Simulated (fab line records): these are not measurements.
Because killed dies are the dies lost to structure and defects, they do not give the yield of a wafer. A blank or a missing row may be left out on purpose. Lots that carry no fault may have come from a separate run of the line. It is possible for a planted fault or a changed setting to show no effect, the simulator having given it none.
Chamber matching    flow nand_harc    3 sister chambers for NHARC_A_SLIT_DEP_25 on pecvd-02
The step deposits SiO2, target thk 200 nm. 3 wafers are shown with their chamber, then 9 later ones without.

WAFERS, EACH WITH ITS CHAMBER
wafer   chamber  throttle_valve_pct (%)
L085.2  1        16.2
L088.4  2        14.8
L088.5  0        16.3

WAFERS WITHOUT THEIR CHAMBER
wafer   throttle_valve_pct (%)
L089.1  16.4
L089.3  16.3
L089.6  16.5
L091.1  15.1
L091.3  16.3
L091.6  16.5
L096.2  16.5
L096.5  16.6
L096.6  15.3

WHICH CHAMBER EACH WENT THROUGH
wafer   from the rows above      in truth
L089.1  can't be placed: 0 or 1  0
L089.3  can't be placed: 0 or 1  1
L089.6  can't be placed: 0 or 1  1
L091.1  2                        2
L091.3  can't be placed: 0 or 1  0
L091.6  can't be placed: 0 or 1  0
L096.2  can't be placed: 0 or 1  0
L096.5  can't be placed: 0 or 1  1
L096.6  can't be placed: 2 or 1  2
Correct placement for 1 of the 9. These rows do not allow placing 8 (true chamber among the candidates in 8). Placed wrongly: 0.
How it was worked out, from the rows above alone: a wafer's distance from a chamber is the root of the sum, over the readings, of the square of ((its reading less the chamber's mean) divided by the reading's scatter). The wafer belongs to the nearest chamber; if the next one is less than 2 further off, it can't be placed. Each chamber's mean is taken over the wafers shown for it. The scatter: root of mean squared gap, hidden wafer to nearest shown wafer, with one shown wafer a chamber.
